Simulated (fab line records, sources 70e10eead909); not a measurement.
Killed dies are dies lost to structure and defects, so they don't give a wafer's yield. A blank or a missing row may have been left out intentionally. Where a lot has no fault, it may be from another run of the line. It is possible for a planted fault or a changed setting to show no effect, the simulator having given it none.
fab line records :: flow nandHarc :: part 2 of 2: steps 26 to 32 of 32
[record]
  lots = 5
  wafers = 15
  lastDay = 25
route steps=1159 shown A_STAIRCASE@660
lots with no fault: from the same line, run without faults
startH: hours from the record's opening day to when the first of the lot's shown wafers began :: waitH: hours from the lot's prior step to this one :: " same as the row above :: L1.1+2: a row that stands for several wafers :: - value missing, or start not given :: * or withheld: withheld :: < > ~ a bound
route shown NAME@n: NAME is a module with steps in the file, n the number in the route of the first one :: usual: mean and standard deviation over wafers with no fault :: same: alike in all rows :: chamber/n: place in a boat :: sites: each site's reading :: _std_site: the standard deviation of these :: _edge_site: mean of outer sites minus mean of inner sites :: radiusMm: for every site, how far away it sits from the centre of the wafer :: mask NAME#n: copy n :: behind: the last tool/chamber to shape the wafer :: hold: the reason the lot was held/the length of the hold in hours/how it ended :: device: transistor that didn't switch, given as n, p or np :: end of line: the tests these same wafers got at the end of their route :: a step with no rows: only its recipe :: killed: not the wafer's yield, but the dies lost to structure and defects at the first sort :: map: shows each die of a wafer: x if killed, . if not, _ if none is there
set.NAME: setting as actually run; set.NAME@STEP: the setting as run at that earlier step :: model.NAME: the simulator's own value behind a step, which no gauge read
lots seen at some steps along the route; tables by step, rows by wafer
services: a tool's chamber out of use, with start hour (startH, from the record's first day; less than 0 if before it), hours out, and reason
[[steps]]
[step NHARC_A_STAIRCASE_ETCH_313]
[recipe]
  cf4FlowSccm = 100
  chf3FlowSccm = 30
  arFlowSccm = 0
  rfW = 500
  biasW = 200
  chemistry = CF4/CHF3
[usual]
  biasW = 200.0/0.62
  drypumpMotorCurrentA = 5.8/0.53
  oesProductAu = 0.941/0.023
  rfVppV = 371.5/2.2
  showerheadPlenumPTorr = 1.60/0.056
  throttleValvePct = 16.802/0.0091
lot.wafer: L075.1
tool: rieDiel-12
chamber: 0
startH: 269.33
waitH: 0.1
biasW: 199.8
drypumpMotorCurrentA: 5.7
oesProductAu: 0.972
rfHoursCounterH: 24
rfVppV: 370.5
showerheadPlenumPTorr: 1.56
throttleValvePct: 16.797

lot.wafer: L075.2
tool: rieDiel-12
chamber: 1
startH: 269.33
waitH: 0.1
biasW: 200.0
drypumpMotorCurrentA: 5.9
oesProductAu: 0.973
rfHoursCounterH: 23
rfVppV: 372.7
showerheadPlenumPTorr: 1.62
throttleValvePct: 16.816

lot.wafer: L075.6
tool: rieDiel-12
chamber: 1
startH: 269.33
waitH: 0.1
biasW: 199.6
drypumpMotorCurrentA: 5.9
oesProductAu: 0.974
rfHoursCounterH: -
rfVppV: 371.8
showerheadPlenumPTorr: 1.62
throttleValvePct: 16.805

lot.wafer: L082.4
tool: rieDiel-12
chamber: 1
startH: 307.63
waitH: 0.1
biasW: 199.8
drypumpMotorCurrentA: 5.9
oesProductAu: 0.979
rfHoursCounterH: 35
rfVppV: 372.0
showerheadPlenumPTorr: 1.62
throttleValvePct: 16.817

lot.wafer: L082.1
tool: rieDiel-12
chamber: 2
startH: 307.63
waitH: 0.1
biasW: 200.3
drypumpMotorCurrentA: 6.2
oesProductAu: 0.949
rfHoursCounterH: 31
rfVppV: 373.1
showerheadPlenumPTorr: 1.65
throttleValvePct: 16.818

lot.wafer: L082.2
tool: rieDiel-12
chamber: 3
startH: 307.63
waitH: 0.1
biasW: 200.0
drypumpMotorCurrentA: 6.0
oesProductAu: 0.968
rfHoursCounterH: 32
rfVppV: 371.9
showerheadPlenumPTorr: 1.61
throttleValvePct: 16.800

lot.wafer: L087.2
tool: rieDiel-07
chamber: 1
startH: 336.16
waitH: 0.1
biasW: 200.2
drypumpMotorCurrentA: 4.7
oesProductAu: 0.926
rfHoursCounterH: 38
rfVppV: 369.2
showerheadPlenumPTorr: 1.53
throttleValvePct: 16.806

lot.wafer: L087.4
tool: rieDiel-07
chamber: 3
startH: 336.16
waitH: 0.1
biasW: 199.4
drypumpMotorCurrentA: 5.5
oesProductAu: 0.924
rfHoursCounterH: 34
rfVppV: 373.3
showerheadPlenumPTorr: 1.68
throttleValvePct: 16.808

lot.wafer: L087.6
tool: rieDiel-07
chamber: 1
startH: 336.16
waitH: 0.1
biasW: 199.8
drypumpMotorCurrentA: 4.7
oesProductAu: 0.924
rfHoursCounterH: -
rfVppV: 369.7
showerheadPlenumPTorr: 1.53
throttleValvePct: 16.817

lot.wafer: L091.2
tool: rieDiel-12
chamber: 3
startH: 360.83
waitH: 0.1
biasW: 199.6
drypumpMotorCurrentA: 6.0
oesProductAu: 0.927
rfHoursCounterH: 50
rfVppV: 373.7
showerheadPlenumPTorr: 1.61
throttleValvePct: 16.812

lot.wafer: L091.1
tool: rieDiel-12
chamber: 1
startH: 360.83
waitH: 0.1
biasW: 199.5
drypumpMotorCurrentA: 5.9
oesProductAu: 0.931
rfHoursCounterH: 53
rfVppV: 371.1
showerheadPlenumPTorr: 1.61
throttleValvePct: 16.816

lot.wafer: L091.6
tool: rieDiel-12
chamber: 3
startH: 360.83
waitH: 0.1
biasW: 200.3
drypumpMotorCurrentA: 6.0
oesProductAu: 0.923
rfHoursCounterH: -
rfVppV: 370.9
showerheadPlenumPTorr: 1.61
throttleValvePct: 16.801

lot.wafer: L094.2
tool: rieDiel-12
chamber: 3
startH: 366.82
waitH: 0.1
biasW: 200.9
drypumpMotorCurrentA: 6.0
oesProductAu: 0.927
rfHoursCounterH: 52
rfVppV: 372.5
showerheadPlenumPTorr: 1.61
throttleValvePct: 16.814

lot.wafer: L094.3
tool: rieDiel-12
chamber: 0
startH: 366.82
waitH: 0.1
biasW: 198.9
drypumpMotorCurrentA: 5.7
oesProductAu: 0.934
rfHoursCounterH: 57
rfVppV: 369.4
showerheadPlenumPTorr: 1.55
throttleValvePct: 16.801

lot.wafer: L094.5
tool: rieDiel-12
chamber: 2
startH: 366.82
waitH: 0.1
biasW: 199.7
drypumpMotorCurrentA: 6.2
oesProductAu: 0.907
rfHoursCounterH: -
rfVppV: 372.2
showerheadPlenumPTorr: 1.65
throttleValvePct: 16.798
[step NHARC_A_STAIRCASE_HM_OPEN_463]
[recipe]
  o2FlowSccm = 400
  cosFlowSccm = 20
  arFlowSccm = 0
  rfW = 500
  biasW = 300
  chemistry = O2/COS
[usual]
  biasW = 299.9/0.91
  cosFlowSccm = 20.01/0.064
  drypumpMotorCurrentA = 5.9/0.5
  oesProductAu = 1.000/0.011
  rfVppV = 468.3/2.5
  showerheadPlenumPTorr = 3.18/0.11
  throttleValvePct = 28.330/0.0091
lot.wafer: L075.1
tool: rieDiel-12
chamber: 2
startH: -
waitH: -
biasW: 299.8
cosFlowSccm: 19.99
drypumpMotorCurrentA: 6.2
oesProductAu: 0.995
rfHoursCounterH: 21
rfVppV: 470.1
showerheadPlenumPTorr: 3.28
throttleValvePct: 28.341

lot.wafer: L075.2
tool: rieDiel-12
chamber: 0
startH: -
waitH: -
biasW: 299.0
cosFlowSccm: 20.01
drypumpMotorCurrentA: 5.7
oesProductAu: 1.021
rfHoursCounterH: 24
rfVppV: 467.2
showerheadPlenumPTorr: 3.10
throttleValvePct: 28.331

lot.wafer: L075.6
tool: rieDiel-12
chamber: 2
startH: -
waitH: -
biasW: 301.3
cosFlowSccm: 20.02
drypumpMotorCurrentA: 6.2
oesProductAu: 1.006
rfHoursCounterH: -
rfVppV: 470.3
showerheadPlenumPTorr: 3.28
throttleValvePct: 28.352

lot.wafer: L082.1
tool: rieDiel-12
chamber: 1
startH: -
waitH: -
biasW: 299.2
cosFlowSccm: 19.97
drypumpMotorCurrentA: 5.9
oesProductAu: 0.989
rfHoursCounterH: 35
rfVppV: 469.6
showerheadPlenumPTorr: 3.21
throttleValvePct: 28.313

lot.wafer: L082.2
tool: rieDiel-12
chamber: 2
startH: -
waitH: -
biasW: 301.1
cosFlowSccm: 19.88
drypumpMotorCurrentA: 6.2
oesProductAu: 0.983
rfHoursCounterH: 31
rfVppV: 469.2
showerheadPlenumPTorr: 3.28
throttleValvePct: 28.340

lot.wafer: L082.4
tool: rieDiel-12
chamber: 3
startH: -
waitH: -
biasW: 300.0
cosFlowSccm: 20.03
drypumpMotorCurrentA: 6.0
oesProductAu: 1.001
rfHoursCounterH: 32
rfVppV: 469.4
showerheadPlenumPTorr: 3.20
throttleValvePct: 28.325

lot.wafer: L087.4
tool: rieDiel-07
chamber: 0
startH: -
waitH: -
biasW: 301.3
cosFlowSccm: 19.95
drypumpMotorCurrentA: 6.7
oesProductAu: 0.982
rfHoursCounterH: 39
rfVppV: 465.0
showerheadPlenumPTorr: 3.01
throttleValvePct: 28.341

lot.wafer: L087.2
tool: rieDiel-07
chamber: 2
startH: -
waitH: -
biasW: 301.1
cosFlowSccm: 20.03
drypumpMotorCurrentA: 5.9
oesProductAu: 1.002
rfHoursCounterH: 34
rfVppV: 470.6
showerheadPlenumPTorr: 3.26
throttleValvePct: 28.335

lot.wafer: L087.6
tool: rieDiel-07
chamber: 0
startH: -
waitH: -
biasW: 300.3
cosFlowSccm: 19.99
drypumpMotorCurrentA: 6.7
oesProductAu: 0.984
rfHoursCounterH: -
rfVppV: 464.0
showerheadPlenumPTorr: 3.01
throttleValvePct: 28.333

lot.wafer: L091.2
tool: rieDiel-12
chamber: 1
startH: -
waitH: -
biasW: 300.9
cosFlowSccm: 19.93
drypumpMotorCurrentA: 5.9
oesProductAu: 1.004
rfHoursCounterH: 53
rfVppV: 468.8
showerheadPlenumPTorr: 3.20
throttleValvePct: 28.334

lot.wafer: L091.1
tool: rieDiel-12
chamber: 3
startH: -
waitH: -
biasW: 301.2
cosFlowSccm: 19.97
drypumpMotorCurrentA: 6.0
oesProductAu: 1.006
rfHoursCounterH: 50
rfVppV: 469.5
showerheadPlenumPTorr: 3.19
throttleValvePct: 28.316

lot.wafer: L091.6
tool: rieDiel-12
chamber: 2
startH: -
waitH: -
biasW: 299.7
cosFlowSccm: 19.97
drypumpMotorCurrentA: 6.3
oesProductAu: 0.994
rfHoursCounterH: -
rfVppV: 469.9
showerheadPlenumPTorr: 3.27
throttleValvePct: 28.330

lot.wafer: L094.3
tool: rieDiel-12
chamber: 1
startH: -
waitH: -
biasW: 300.1
cosFlowSccm: 20.00
drypumpMotorCurrentA: 5.9
oesProductAu: 0.997
rfHoursCounterH: 56
rfVppV: 469.7
showerheadPlenumPTorr: 3.20
throttleValvePct: 28.329

lot.wafer: L094.2
tool: rieDiel-12
chamber: 0
startH: -
waitH: -
biasW: 300.1
cosFlowSccm: 19.90
drypumpMotorCurrentA: 5.7
oesProductAu: 1.004
rfHoursCounterH: 57
rfVppV: 464.7
showerheadPlenumPTorr: 3.08
throttleValvePct: 28.341

lot.wafer: L094.5
tool: rieDiel-12
chamber: 2
startH: -
waitH: -
biasW: 299.5
cosFlowSccm: 19.99
drypumpMotorCurrentA: 6.2
oesProductAu: 0.995
rfHoursCounterH: -
rfVppV: 469.1
showerheadPlenumPTorr: 3.27
throttleValvePct: 28.330
[step NHARC_A_STAIRCASE_STRIP_464]
[recipe]
  o2FlowSccm = 400
  cosFlowSccm = 20
  arFlowSccm = 0
  biasW = 0
  chemistry = O2/COS
lot.wafer: L075.2+1+6
tool: rieDiel-12
chamber: 1,2,1
startH: -
waitH: -

lot.wafer: L082.2+1+4
tool: rieDiel-12
chamber: 2,3,0
startH: -
waitH: -

lot.wafer: L087.4+2+6
tool: rieDiel-07
chamber: 3,1,2
startH: -
waitH: -

lot.wafer: L091.1+2+6
tool: rieDiel-12
chamber: 0,2,1
startH: -
waitH: -

lot.wafer: L094.2+3+5
tool: rieDiel-12
chamber: 1,0,1
startH: -
waitH: -
[step NHARC_A_STAIRCASE_ETCH_453]
[recipe]
  targetDepthA = 300
  overetchA = 30
  timeS = 16.5
  ionEnergyEv = 100
  cf4FlowSccm = 80
  o2FlowSccm = 20
  arFlowSccm = 0
  rfW = 300
  biasW = 100
  chemistry = CF4/O2
[usual]
  biasW = 99.99/0.29
  drypumpMotorCurrentA = 5.8/0.51
  oesProductAu = 1.003/0.011
  rfVppV = 198.2/1.3
  showerheadPlenumPTorr = 1.36/0.051
  throttleValvePct = 13.397/0.0089
lot.wafer: L075.2
tool: rieDiel-12
chamber: 1
startH: -
waitH: -
biasW: 100.21
drypumpMotorCurrentA: 5.9
oesProductAu: 1.017
rfHoursCounterH: 23
rfVppV: 198.9
showerheadPlenumPTorr: 1.38
throttleValvePct: 13.379

lot.wafer: L075.1
tool: rieDiel-12
chamber: 2
startH: -
waitH: -
biasW: 100.04
drypumpMotorCurrentA: 6.2
oesProductAu: 1.007
rfHoursCounterH: 21
rfVppV: 199.6
showerheadPlenumPTorr: 1.41
throttleValvePct: 13.397

lot.wafer: L075.6
tool: rieDiel-12
chamber: 2
startH: -
waitH: -
biasW: 99.96
drypumpMotorCurrentA: 6.2
oesProductAu: 1.003
rfHoursCounterH: -
rfVppV: 199.0
showerheadPlenumPTorr: 1.41
throttleValvePct: 13.383

lot.wafer: L082.1
tool: rieDiel-12
chamber: 0
startH: -
waitH: -
biasW: 99.80
drypumpMotorCurrentA: 5.7
oesProductAu: 1.020
rfHoursCounterH: 36
rfVppV: 197.5
showerheadPlenumPTorr: 1.32
throttleValvePct: 13.403

lot.wafer: L082.4
tool: rieDiel-12
chamber: 1
startH: -
waitH: -
biasW: 100.19
drypumpMotorCurrentA: 5.9
oesProductAu: 0.996
rfHoursCounterH: 35
rfVppV: 199.4
showerheadPlenumPTorr: 1.37
throttleValvePct: 13.382

lot.wafer: L082.2
tool: rieDiel-12
chamber: 2
startH: -
waitH: -
biasW: 100.40
drypumpMotorCurrentA: 6.2
oesProductAu: 0.993
rfHoursCounterH: 31
rfVppV: 199.8
showerheadPlenumPTorr: 1.40
throttleValvePct: 13.397

lot.wafer: L087.2
tool: rieDiel-07
chamber: 2
startH: -
waitH: -
biasW: 100.19
drypumpMotorCurrentA: 5.9
oesProductAu: 1.000
rfHoursCounterH: 34
rfVppV: 198.8
showerheadPlenumPTorr: 1.39
throttleValvePct: 13.405

lot.wafer: L087.4
tool: rieDiel-07
chamber: 0
startH: -
waitH: -
biasW: 99.68
drypumpMotorCurrentA: 6.6
oesProductAu: 0.992
rfHoursCounterH: 39
rfVppV: 196.6
showerheadPlenumPTorr: 1.28
throttleValvePct: 13.387

lot.wafer: L087.6
tool: rieDiel-07
chamber: 2
startH: -
waitH: -
biasW: 99.54
drypumpMotorCurrentA: 6.0
oesProductAu: 1.005
rfHoursCounterH: -
rfVppV: 199.5
showerheadPlenumPTorr: 1.39
throttleValvePct: 13.400

lot.wafer: L091.1
tool: rieDiel-12
chamber: 3
startH: -
waitH: -
biasW: 99.55
drypumpMotorCurrentA: 6.0
oesProductAu: 1.001
rfHoursCounterH: 50
rfVppV: 198.6
showerheadPlenumPTorr: 1.37
throttleValvePct: 13.403

lot.wafer: L091.2
tool: rieDiel-12
chamber: 0
startH: -
waitH: -
biasW: 100.20
drypumpMotorCurrentA: 5.7
oesProductAu: 1.013
rfHoursCounterH: 55
rfVppV: 197.3
showerheadPlenumPTorr: 1.32
throttleValvePct: 13.410

lot.wafer: L091.6
tool: rieDiel-12
chamber: 3
startH: -
waitH: -
biasW: 99.54
drypumpMotorCurrentA: 6.0
oesProductAu: 1.002
rfHoursCounterH: -
rfVppV: 198.5
showerheadPlenumPTorr: 1.37
throttleValvePct: 13.394

lot.wafer: L094.2
tool: rieDiel-12
chamber: 2
startH: -
waitH: -
biasW: 99.58
drypumpMotorCurrentA: 6.2
oesProductAu: 0.989
rfHoursCounterH: 50
rfVppV: 199.9
showerheadPlenumPTorr: 1.40
throttleValvePct: 13.400

lot.wafer: L094.3
tool: rieDiel-12
chamber: 3
startH: -
waitH: -
biasW: 99.68
drypumpMotorCurrentA: 6.0
oesProductAu: 0.998
rfHoursCounterH: 52
rfVppV: 198.1
showerheadPlenumPTorr: 1.37
throttleValvePct: 13.406

lot.wafer: L094.5
tool: rieDiel-12
chamber: 1
startH: -
waitH: -
biasW: 100.52
drypumpMotorCurrentA: 5.9
oesProductAu: 0.998
rfHoursCounterH: -
rfVppV: 197.6
showerheadPlenumPTorr: 1.37
throttleValvePct: 13.395
[step NHARC_A_STAIRCASE_ETCH_315]
[recipe]
  targetDepthA = 25000
  timeS = 607.1
  ionEnergyEv = 800
  c4f8FlowSccm = 80
  o2FlowSccm = 60
  arFlowSccm = withheld
  rfW = 600
  biasW = 3000
  chemistry = C4F8/O2/Ar
[usual]
  biasW = 3000/8.5
  oesProductAu = 0.936/0.012
  rfVppV = 1831/9.2
lot.wafer: L075.1
tool: rieDiel-12
chamber: 2
startH: -
waitH: -
biasW: 3007
oesProductAu: 0.920
rfHoursCounterH: 21
rfVppV: 1839

lot.wafer: L075.2
tool: rieDiel-12
chamber: 3
startH: -
waitH: -
biasW: 3017
oesProductAu: 0.929
rfHoursCounterH: 22
rfVppV: 1835

lot.wafer: L075.6
tool: rieDiel-12
chamber: 0
startH: -
waitH: -
biasW: 3013
oesProductAu: 0.943
rfHoursCounterH: -
rfVppV: 1825

lot.wafer: L082.1
tool: rieDiel-12
chamber: 3
startH: -
waitH: -
biasW: 3013
oesProductAu: 0.942
rfHoursCounterH: 32
rfVppV: 1832

lot.wafer: L082.2
tool: rieDiel-12
chamber: 1
startH: -
waitH: -
biasW: 2992
oesProductAu: 0.949
rfHoursCounterH: 35
rfVppV: 1834

lot.wafer: L082.4
tool: rieDiel-12
chamber: 2
startH: -
waitH: -
biasW: 2997
oesProductAu: 0.928
rfHoursCounterH: 31
rfVppV: 1839

lot.wafer: L087.2
tool: rieDiel-07
chamber: 3
startH: -
waitH: -
biasW: 3013
oesProductAu: 0.923
rfHoursCounterH: 34
rfVppV: 1844

lot.wafer: L087.4
tool: rieDiel-07
chamber: 0
startH: -
waitH: -
biasW: 3012
oesProductAu: 0.914
rfHoursCounterH: 39
rfVppV: 1817

lot.wafer: L087.6
tool: rieDiel-07
chamber: 2
startH: -
waitH: -
biasW: 3015
oesProductAu: 0.933
rfHoursCounterH: -
rfVppV: 1839

lot.wafer: L091.2
tool: rieDiel-12
chamber: 0
startH: -
waitH: -
biasW: 2992
oesProductAu: 0.938
rfHoursCounterH: 55
rfVppV: 1825

lot.wafer: L091.1
tool: rieDiel-12
chamber: 1
startH: -
waitH: -
biasW: 2993
oesProductAu: 0.931
rfHoursCounterH: 54
rfVppV: 1833

lot.wafer: L091.6
tool: rieDiel-12
chamber: 3
startH: -
waitH: -
biasW: 3010
oesProductAu: 0.932
rfHoursCounterH: -
rfVppV: 1833

lot.wafer: L094.2
tool: rieDiel-12
chamber: 1
startH: -
waitH: -
biasW: 2980
oesProductAu: 0.926
rfHoursCounterH: 56
rfVppV: 1834

lot.wafer: L094.3
tool: rieDiel-12
chamber: 2
startH: -
waitH: -
biasW: 3007
oesProductAu: 0.929
rfHoursCounterH: 50
rfVppV: 1838

lot.wafer: L094.5
tool: rieDiel-12
chamber: 2
startH: -
waitH: -
biasW: 3002
oesProductAu: 0.925
rfHoursCounterH: -
rfVppV: 1840
[step NHARC_A_STAIRCASE_STRIP_316]
[recipe]
  o2FlowSccm = 500
  arFlowSccm = 0
  biasW = 0
  chemistry = O2
[usual]
  drypumpMotorCurrentA = 5.9/0.5
  oesProductAu = 1.002/0.012
  rfVppV = 57.9/0.88
  showerheadPlenumPTorr = 3.59/0.12
  throttleValvePct = 17.037/0.0095
[same]
  biasW = 0
lot.wafer: L075.1
tool: rieDiel-12
chamber: 0
startH: -
waitH: -
drypumpMotorCurrentA: 5.7
oesProductAu: 1.023
rfHoursCounterH: 25
rfVppV: 56.7
showerheadPlenumPTorr: 3.50
throttleValvePct: 17.027

lot.wafer: L075.2
tool: rieDiel-12
chamber: 3
startH: -
waitH: -
drypumpMotorCurrentA: 6.0
oesProductAu: 1.019
rfHoursCounterH: 22
rfVppV: 58.5
showerheadPlenumPTorr: 3.62
throttleValvePct: 17.028

lot.wafer: L075.6
tool: rieDiel-12
chamber: 1
startH: -
waitH: -
drypumpMotorCurrentA: 5.9
oesProductAu: 1.009
rfHoursCounterH: -
rfVppV: 57.1
showerheadPlenumPTorr: 3.63
throttleValvePct: 17.033

lot.wafer: L082.4
tool: rieDiel-12
chamber: 3
startH: -
waitH: -
drypumpMotorCurrentA: 6.0
oesProductAu: 0.997
rfHoursCounterH: 32
rfVppV: 57.3
showerheadPlenumPTorr: 3.62
throttleValvePct: 17.056

lot.wafer: L082.1
tool: rieDiel-12
chamber: 0
startH: -
waitH: -
drypumpMotorCurrentA: 5.7
oesProductAu: 1.007
rfHoursCounterH: 36
rfVppV: 58.6
showerheadPlenumPTorr: 3.50
throttleValvePct: 17.042

lot.wafer: L082.2
tool: rieDiel-12
chamber: 1
startH: -
waitH: -
drypumpMotorCurrentA: 5.9
oesProductAu: 0.993
rfHoursCounterH: 35
rfVppV: 58.6
showerheadPlenumPTorr: 3.63
throttleValvePct: 17.043

lot.wafer: L087.4
tool: rieDiel-07
chamber: 2
startH: -
waitH: -
drypumpMotorCurrentA: 6.0
oesProductAu: 1.006
rfHoursCounterH: 35
rfVppV: 57.7
showerheadPlenumPTorr: 3.68
throttleValvePct: 17.040

lot.wafer: L087.2
tool: rieDiel-07
chamber: 0
startH: -
waitH: -
drypumpMotorCurrentA: 6.7
oesProductAu: 0.991
rfHoursCounterH: 39
rfVppV: 58.0
showerheadPlenumPTorr: 3.40
throttleValvePct: 17.023

lot.wafer: L087.6
tool: rieDiel-07
chamber: 3
startH: -
waitH: -
drypumpMotorCurrentA: 5.6
oesProductAu: 1.000
rfHoursCounterH: -
rfVppV: 59.9
showerheadPlenumPTorr: 3.76
throttleValvePct: 17.055

lot.wafer: L091.2
tool: rieDiel-12
chamber: 3
startH: -
waitH: -
drypumpMotorCurrentA: 6.0
oesProductAu: 1.007
rfHoursCounterH: 50
rfVppV: 58.5
showerheadPlenumPTorr: 3.61
throttleValvePct: 17.043

lot.wafer: L091.1
tool: rieDiel-12
chamber: 0
startH: -
waitH: -
drypumpMotorCurrentA: 5.7
oesProductAu: 1.021
rfHoursCounterH: 55
rfVppV: 58.3
showerheadPlenumPTorr: 3.49
throttleValvePct: 17.037

lot.wafer: L091.6
tool: rieDiel-12
chamber: 2
startH: -
waitH: -
drypumpMotorCurrentA: 6.2
oesProductAu: 0.997
rfHoursCounterH: -
rfVppV: 57.2
showerheadPlenumPTorr: 3.69
throttleValvePct: 17.044

lot.wafer: L094.2
tool: rieDiel-12
chamber: 1
startH: -
waitH: -
drypumpMotorCurrentA: 5.9
oesProductAu: 1.000
rfHoursCounterH: 57
rfVppV: 57.6
showerheadPlenumPTorr: 3.61
throttleValvePct: 17.023

lot.wafer: L094.3
tool: rieDiel-12
chamber: 2
startH: -
waitH: -
drypumpMotorCurrentA: 6.2
oesProductAu: 0.988
rfHoursCounterH: 52
rfVppV: 58.5
showerheadPlenumPTorr: 3.69
throttleValvePct: 17.033

lot.wafer: L094.5
tool: rieDiel-12
chamber: 3
startH: -
waitH: -
drypumpMotorCurrentA: 6.0
oesProductAu: 0.998
rfHoursCounterH: -
rfVppV: 57.5
showerheadPlenumPTorr: 3.61
throttleValvePct: 17.039
[step NHARC_A_STAIRCASE_STRIP_317]
[recipe]
  timeS = 900
  tempC = 130
  chemistry = SPM
lot.wafer: L075.1+6+2
tool: wetBench-07
chamber: 5,7,0
startH: 270.62
waitH: -

lot.wafer: L082.2+1+4
tool: wetBench-07
chamber: 4,5,7
startH: 308.89
waitH: -

lot.wafer: L087.4+6+2
tool: wetBench-07
chamber: 2,3,4
startH: 337.69
waitH: -

lot.wafer: L091.2+1+6
tool: wetBench-07
chamber: 3,4,0
startH: 362.16
waitH: -

lot.wafer: L094.3+5+2
tool: wetBench-07
chamber: 3,6,0
startH: 369.36
waitH: -
[[services]]
tool: krfScanner-03
chamber: -
startH: 243.71
hours: 0.4
kind: repair

tool: krfScanner-04
chamber: -
startH: 252.14
hours: 1.0
kind: repair

tool: krfScanner-01
chamber: -
startH: 256.00
hours: 4.0
kind: pm

tool: rieDiel-12
chamber: 3
startH: 258.47
hours: 5.0
kind: repair

tool: rieDiel-12
chamber: 0
startH: 260.90
hours: -
kind: clean

tool: rieDiel-12
chamber: 1
startH: 260.90
hours: -
kind: clean

tool: rieDiel-12
chamber: 2
startH: 260.90
hours: -
kind: clean

tool: wetBench-07
chamber: -
startH: 272.06
hours: 8.0
kind: pm

tool: krfScanner-04
chamber: -
startH: 279.73
hours: 9.4
kind: repair

tool: rieDiel-12
chamber: 0
startH: 285.40
hours: -
kind: clean

tool: rieDiel-12
chamber: 1
startH: 285.40
hours: -
kind: clean

tool: rieDiel-12
chamber: 2
startH: 285.40
hours: -
kind: clean

tool: rieDiel-12
chamber: 3
startH: 285.40
hours: -
kind: clean

tool: aclDep-01
chamber: -
startH: 294.18
hours: 13.0
kind: pm

tool: krfScanner-04
chamber: -
startH: 298.00
hours: 4.0
kind: pm

tool: rieDiel-11
chamber: 3
startH: 302.78
hours: 6.8
kind: repair

tool: rieDiel-12
chamber: 0
startH: 310.93
hours: -
kind: clean

tool: rieDiel-12
chamber: 1
startH: 310.93
hours: -
kind: clean

tool: pecvd-02
chamber: -
startH: 334.47
hours: 13.0
kind: pm

tool: krfScanner-03
chamber: -
startH: 340.01
hours: 4.0
kind: pm

tool: aclDep-02
chamber: -
startH: 348.71
hours: 13.0
kind: pm

tool: rieDiel-11
chamber: 0
startH: 353.65
hours: 4.1
kind: repair

tool: lithoTrack-07
chamber: -
startH: 364.00
hours: 7.0
kind: pm

tool: rieDiel-11
chamber: -
startH: 366.67
hours: 9.0
kind: pm
